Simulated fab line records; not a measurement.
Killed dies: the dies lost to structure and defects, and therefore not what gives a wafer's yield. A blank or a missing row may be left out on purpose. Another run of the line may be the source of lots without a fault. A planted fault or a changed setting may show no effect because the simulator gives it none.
fab line records	flow n5-finfet
record: lots: 5	wafers: 15	last-day: 17
route steps=1938 shown BEOL_M1@789 BEOL_M4@1111 PASSIVATION@1936
lots that met no fault: from a run of the same line without faults
start-h: hours from the record's first day to the start of the lot's first wafer shown	wait-h: how many hours have passed since the lot's step before this one	" identical to the entry in the row above	L1.1+2: several wafers, shown together as one row	- no value, or no start given	* or withheld: withheld	< > ~ a bound
route shown NAME@n: names a module that has steps shown in the file, with the first one's number in the route	usual: average and standard deviation across the fault-free wafers	same: alike in all rows	chamber/n: place in a boat	sites: per-site readings	_std_site: their standard deviation	_edge_site: mean of outer sites minus mean of inner sites	radius-mm: how far each site lies from the wafer's centre	mask NAME#n: copy n	behind: the most recent tool/chamber to have shaped the wafer	hold: why the lot went on hold/how many hours it stayed there/how the hold came to an end	device: transistor that didn't switch, given as n, p or np	end of line: the route-end tests of the same wafers	where a step has no rows: the recipe by itself	killed: dies lost to structure and defects at the first sort, not the wafer's yield	map: a wafer's dies, x killed, . not, _ none there
set.NAME: the run value of the setting; set.NAME@STEP: its run value at that earlier step	model.NAME: the simulator's own value behind a step, which no gauge read
a table for each step, a row for each wafer; lots at some steps of the route
services: a tool's chamber out of use, with start hour (start-h, from the record's first day; less than 0 if before it), hours out, and reason
== steps ==
step: N5_BEOL_M1_DESCUM_33
recipe: chemistry: O2	time-s: 7	source-power-w: 50	bias-power-w: 20	pressure-mtorr: 20	rf-frequency-hz: 2.712e+07	temp-c: 40	resist: CAR-EUV	o2-flow-sccm: 225
step: N5_BEOL_M1_ETCH_77
recipe: chemistry: N2/H2	target: underlayer	target-depth-a: 65	mask-material: CAR-EUV	time-s: 5.2	ion-energy-ev: 200	pressure-mtorr: 30	source-w: 840	bias-w: 150	n2-flow-sccm: 200	h2-flow-sccm: 200	ends: cleared
step: N5_BEOL_M1_ETCH_69
recipe: chemistry: CF4	target: SiARC	target-depth-a: 156	mask-material: CAR-EUV	time-s: 26	ion-energy-ev: 80	pressure-mtorr: 40	source-w: 545	bias-w: 36	Ar_flow_sccm: 100	cf4-flow-sccm: 100	ends: cleared
step: N5_BEOL_M1_ALD_98
recipe: material: SiO2	target-thk-a: 25	temp-c: 100	ald-precursor-family: BDEAS	ald-co-reactant: O2-plasma	pulse-time-s: 1	co-reactant-pulse-time-s: 1	purge-time-s: 2	co-reactant-purge-time-s: 2	ald-cycles: 17	pressure-torr: 2
step: N5_BEOL_M1_ETCHBACK_99
recipe: chemistry: CHF3	target: SiO2	target-depth-a: 50	time-s: 10.4	source-w: 215	bias-w: 47	Ar_flow_sccm: 200	CHF3_flow_sccm: 12	ion-energy-ev: 100	pressure-mtorr: 30
step: N5_BEOL_M1_ETCH_70
recipe: chemistry: N2/H2	target: SOC	target-depth-a: 800	overetch-a: 160	mask-material: SiARC	temp-c: 40	time-s: 120	ion-energy-ev: 200	pressure-mtorr: 30	source-w: 840	bias-w: 150	n2-flow-sccm: 200	h2-flow-sccm: 200
step: N5_BEOL_M1_STRIP_71
recipe: chemistry: N2/H2	temp-c: 40	n2-flow-sccm: 200	h2-flow-sccm: 200	rf-frequency-hz: 6e+07
step: N5_BEOL_M1_STRIP_78
recipe: chemistry: N2/H2	temp-c: 40	n2-flow-sccm: 200	h2-flow-sccm: 200	rf-frequency-hz: 6e+07
step: N5_BEOL_M1_VIA_ETCH_34
recipe: chemistry: C4F6/O2	target-depth-a: 678	mask-material: SOC	pressure-mtorr: 15	ion-energy-ev: 250	taper-deg: 4	time-s: 64.4	source-w: 350	bias-w: 170	Ar_flow_sccm: 300	C4F6_flow_sccm: 10	O2_flow_sccm: 10
step: N5_BEOL_M1_STRIP_83
recipe: chemistry: C4F6/O2	resist: SiARC	rf-frequency-hz: 6e+07
step: N5_BEOL_M1_STRIP_36
recipe: chemistry: N2/H2	power-w: 450	temp-c: 40	pressure-mtorr: 20	rf-frequency-hz: 6e+07	overash-fraction: 0.3	bias-power-w: 7	h2-frac: 0.5	n2-flow-sccm: 200	h2-flow-sccm: 200
step: N5_BEOL_M1_TRENCH_ETCH_37
recipe: chemistry: C4F6/O2	target-depth-a: 552.07	target: SiOC	time-s: 29	ion-energy-ev: 250	pressure-mtorr: 30	source-w: 355	bias-w: 185	Ar_flow_sccm: 300	C4F6_flow_sccm: 10	O2_flow_sccm: 10
usual: bias-w: 185.1/0.54	drypump-motor-current-A: 6.0/0.34	oes-product-au: 0.78/0.069	rf-vpp-V: 667/7.4	showerhead-plenum-p-Torr: 2.82/0.11	throttle-valve-pct: 20.90/0.25
lot.wafer	tool	chamber	start-h	wait-h	bias-w	drypump-motor-current-A	oes-product-au	rf-hours-counter-h	rf-vpp-V	showerhead-plenum-p-Torr	throttle-valve-pct	model.BEOL_M1.feature-depth-nm	model.etch.depth-nm
L828.3	rie-diel-03	1	141.45	-	185.0	6.2	0.79	117	662	2.63	20.74	54.2	54.27
L828.5	"	0	"	"	183.6	5.9	0.84	-	673	2.88	20.94	55.4	55.37
L828.6	"	1	"	"	185.5	6.2	0.78	-	662	2.63	20.73	54.2	54.13
L844.3	rie-diel-03	3	232.20	-	185.1	5.6	0.82	64	677	3.00	20.39	55.6	55.65
L844.5	"	1	"	"	183.9	6.2	0.67	-	661	2.62	20.75	44	44.01
L844.6	"	2	"	"	184.8	5.9	0.68	-	673	2.82	21.26	54.2	54.13
L845.1	rie-diel-03	2	234.41	-	185.1	6.0	0.69	233	673	2.82	21.27	54.8	54.78
L845.2	"	0	"	"	184.2	5.9	0.71	83	672	2.87	21.00	44.8	44.73
L845.4	"	1	"	"	184.7	6.2	0.76	144	662	2.62	20.77	54.2	54.24
L847.2	rie-diel-03	0	245.83	-	186.0	5.9	0.72	86	671	2.86	21.00	45	45.06
L847.5	"	2	"	"	185.5	5.9	0.60	-	672	2.82	21.24	44.2	44.15
L847.6	"	1	"	"	184.7	6.2	0.76	-	661	2.62	20.77	54.2	54.3
L849.1	rie-diel-02	2	258.00	-	185.5	6.8	0.68	241	669	2.69	21.06	53.4	53.44
L849.5	"	3	"	"	185.2	5.3	0.80	-	663	2.76	21.00	55	54.99
L849.6	"	0	"	"	185.5	6.5	0.66	-	674	2.91	20.94	53.2	53.13
step: N5_BEOL_M1_ETCH_41
recipe: chemistry: CH3F/O2	target: SiCN	target-depth-a: 319	taper-deg: 2	time-s: 57.8	ion-energy-ev: 120	mask-material: TiN	pressure-mtorr: 30	source-w: 395	bias-w: 75	Ar_flow_sccm: 150	CH3F_flow_sccm: 30	O2_flow_sccm: 20
step: N5_BEOL_M1_STRIP_97
recipe: chemistry: N2/H2	time-s: 10	power-w: 450	temp-c: 40	pressure-mtorr: 20	rf-frequency-hz: 6e+07	bias-power-w: 7	n2-flow-sccm: 200	h2-flow-sccm: 200
step: N5_BEOL_M1_OCD_MEAS_38
usual: trench-depth-nm: 54.9/0.88
lot.wafer	tool	chamber	start-h	wait-h	trench-depth-nm
L828.3	ocd-02	-	141.62	-	54.2
L828.5	"	-	"	"	54.7
L828.6	"	-	"	"	53.7
L844.3	ocd-01	-	232.36	-	55.8
L844.5	"	-	"	"	43.6
L844.6	"	-	"	"	54.1
L845.1	ocd-02	-	234.57	-	54.5
L845.2	"	-	"	"	44.8
L845.4	"	-	"	"	54.4
L847.2	ocd-02	-	245.99	-	44.8
L847.5	"	-	"	"	44.5
L847.6	"	-	"	"	54.2
L849.1	ocd-02	-	258.16	-	53.1
L849.5	"	-	"	"	55.2
L849.6	"	-	"	"	52.9
step: N5_BEOL_M1_HM_STRIP_39
recipe: chemistry: peroxide-tin-strip	material: TiN	target-depth-a: 250	temp-c: 50	time-s: 158
step: N5_BEOL_M4_RC_MEAS_101
usual: DIBL_N: 35.8/1.5	DIBL_P: 35.8/1.7	IOFF_N: 0.151/0.022	IOFF_P: 0.204/0.027	ION_N: 673/8.6	ION_P: 462/5.4	SS_N: 71.4/0.54	SS_P: 73.3/0.56	VT_N: 250.5/2.6	VT_P: -251/3.1
lot.wafer	tool	chamber	start-h	wait-h	DIBL_N[mV/V]	DIBL_P[mV/V]	IOFF_N[nA/um]	IOFF_P[nA/um]	ION_N[uA/um]	ION_P[uA/um]	SS_N[mV/dec]	SS_P[mV/dec]	VT_N[mV]	VT_P[mV]
L828.3	prober-01	0	195.32	0.3	35.2	33.9	0.131	0.164	672	458	70.5	72.7	249.1	-253
L828.5	"	0	"	"	37.5	36.9	0.159	0.215	677	462	71.4	73.7	251.0	-250
L828.6	"	0	"	"	36.2	35.6	0.152	0.192	676	461	71.3	72.9	250.0	-253
L844.3	prober-01	0	278.07	0.3	35.6	34.3	0.131	0.181	668	462	71.0	72.7	252.2	-252
L844.5	"	0	"	"	35.3	34.1	0.130	0.174	658	453	70.7	72.9	253.3	-251
L844.6	"	0	"	"	37.0	36.2	0.151	0.195	661	456	71.8	73.0	251.5	-253
L845.1	prober-02	0	293.83	0.0	31.6	32.1	0.116	0.161	668	458	70.9	72.9	254.1	-254
L845.2	"	0	"	"	31.5	31.7	0.112	0.161	670	457	70.5	72.4	254.8	-254
L845.4	"	0	"	"	32.0	32.4	0.121	0.170	671	458	71.5	72.2	253.6	-251
L847.2	prober-02	0	296.78	0.2	39.0	39.5	0.177	0.281	683	472	71.6	72.7	249.9	-244
L847.5	"	0	"	"	37.3	36.9	0.148	0.249	669	464	71.5	73.5	251.0	-245
L847.6	"	0	"	"	37.9	36.9	0.151	0.234	670	468	72.2	73.4	253.8	-246
L849.1	prober-02	0	303.88	0.0	37.8	38.2	0.170	0.205	669	462	71.7	73.0	248.0	-255
L849.5	"	0	"	"	36.2	36.3	0.138	0.181	669	457	71.2	73.0	252.0	-254
L849.6	"	0	"	"	33.4	32.8	0.105	0.142	665	452	71.3	72.4	254.4	-258
step: N5_PASSIVATION_PROBE_49
usual: defect-limited-yield: 91.3/1.4	killed_at_M0_to_M3: 33/10	killed_at_M4_up: 15/6.1	killed-at-contacts: 12/6.7	killed-at-front-end: 39/11	killed-at-other: 4/3.3	killed-dies: 103/16	killed-open: 68/12	killed-short: 34/7.2	sort_bin_5_function: 5.1/0.88	sort_bin_6_memory: 3.3/0.67	sort-n-pass: 1077/16	sort-yield-pct: 91.3/1.4
same: gross-dies: 1180	killed-at-back-side: 0	sort_bin_4_leakage[%]: 0	sort_bin_8_speed[%]: 0
lot.wafer	tool	chamber	start-h	wait-h	defect-limited-yield[%]	killed_at_M0_to_M3	killed_at_M4_up	killed-at-contacts	killed-at-front-end	killed-at-other	killed-dies	killed-open	killed-short	sort_bin_5_function[%]	sort_bin_6_memory[%]	sort-n-pass	sort-yield-pct[%]
L845.1	prober-02	-	402.21	0.0	91.5	38	15	8	33	6	100	68	32	4.4	4.1	1080	91.5
L845.2	prober-02	-	402.26	0.1	90.2	31	19	12	49	5	116	76	40	5.5	3.9	1064	90.2
L845.4	prober-02	-	402.36	0.2	89.7	37	11	12	54	7	121	81	35	5.3	4.4	1059	89.7
killed by level:class
L845.1 BEOL_M0_SAQP:geometric-particle:open=14 STI_FIN_REVEAL:geometric-particle:open=10 BEOL_M0_SAQP:geometric-particle:short=8 FIN_SAQP:geometric-particle:open=7 BEOL_M4:geometric-particle:open=7 FIN_SAQP:geometric-particle:short=6 BEOL_M1:geometric-particle:open=6 MOL_CONTACT_COAG:geometric-particle:open=5
L845.2 FIN_SAQP:geometric-particle:open=14 BEOL_M4:geometric-particle:open=13 BEOL_M0_SAQP:geometric-particle:short=10 STI_FIN_REVEAL:geometric-particle:open=9 MOL_CONTACT_COAG:geometric-particle:open=9 FIN_SAQP:geometric-particle:short=6 BEOL_M2:geometric-particle:open=6 STI_FIN_REVEAL:geometric-particle:short=5
L845.4 STI_FIN_REVEAL:geometric-particle:open=14 FIN_SAQP:geometric-particle:open=13 FIN_SAQP:geometric-particle:short=11 MOL_CONTACT_COAG:geometric-particle:open=11 BEOL_M3:geometric-particle:open=11 BEOL_M2:geometric-particle:open=8 BEOL_M0:geometric-particle:open=6 BEOL_M0_SAQP:geometric-particle:open=4
== services ==
tool	chamber	start-h	hours	kind
rie-diel-03	2	257.83	5.3	repair
== key ==
first-sign: step: N5_BEOL_M1_OCD_MEAS_38	reading: trench-depth-nm	direction: down	sigmas: 12	usual: 54.9	struck: 44.4
effect none on later readings
model-effect: step: N5_BEOL_M1_TRENCH_ETCH_37	value: BEOL_M1.feature-depth-nm	without: 54.75	struck: 44.5
met-at N5_BEOL_M1_TRENCH_ETCH_37
struck-wafers L844.5,L845.2,L847.2,L847.5
onset-between 141.45 232.20
fault: kind: process-parameter-drift	tool: rie-diel-03	chamber: -	onset-h: 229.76	steps: N5_BEOL_M1_TRENCH_ETCH_37	channel: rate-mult	offset: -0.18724	shape: step	end-h: 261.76	scope: struck-wafers-only
